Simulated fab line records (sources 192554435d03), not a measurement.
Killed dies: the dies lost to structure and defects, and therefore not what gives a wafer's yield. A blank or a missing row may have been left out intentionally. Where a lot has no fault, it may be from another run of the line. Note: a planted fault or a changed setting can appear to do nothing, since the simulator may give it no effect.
Matching of chambers ; flow n5 finfet ; 4 sister chambers for N5_SD_EPI_N_SD_RECESS_17 on rie si-04
The step chemistry HBr/Cl2/O2, target depth 41 nm, time 23.7 s, bt time 3 s. 8 wafers are shown with their chamber, then 10 later ones without.

WAFERS WITH THEIR CHAMBER
wafer;chamber;drypump motor current A (A);throttle valve pct (%)
L084.4;2;5.2;37.0
L085.2;3;5.9;37.3
L085.6;0;6.1;37.1
L087.1;3;5.8;37.3
L087.2;0;6.2;37.1
L087.3;1;5.2;37.0
L089.1;2;5.2;37.0
L089.2;1;5.2;36.9

WAFERS WITHOUT THEIR CHAMBER
wafer;drypump motor current A (A);throttle valve pct (%)
L089.5;5.2;37.0
L090.2;5.2;37.0
L090.4;5.9;37.3
L090.6;6.2;37.1
L091.1;5.9;37.3
L091.2;5.2;37.0
L091.6;6.2;37.1
L092.1;5.2;37.0
L092.2;5.8;37.3
L092.3;5.2;37.0

EACH ONE'S CHAMBER
wafer;from the rows above;in truth
L089.5;can't be placed: 2 or 1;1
L090.2;can't be placed: 2 or 1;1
L090.4;3;3
L090.6;0;0
L091.1;3;3
L091.2;can't be placed: 2 or 1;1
L091.6;0;0
L092.1;can't be placed: 2 or 1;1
L092.2;3;3
L092.3;can't be placed: 2 or 1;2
Correct placement for 5 of the 10. Cannot be placed on the basis of these rows: 5; the candidates contain the true chamber in 5. Number placed wrongly: 0.
How it was worked out, from the rows above alone: a wafer's distance from a chamber is the root of the sum, over the readings, of the square of ((its reading less the chamber's mean) divided by the reading's scatter). The wafer belongs to the nearest chamber; if the next one is less than 2 further off, it can't be placed. For every chamber, the mean is computed from those of its wafers that are shown. The scatter: take each reading less its chamber's mean, square it, sum over the shown wafers, divide by the number of wafers less the number of chambers, and take the root.
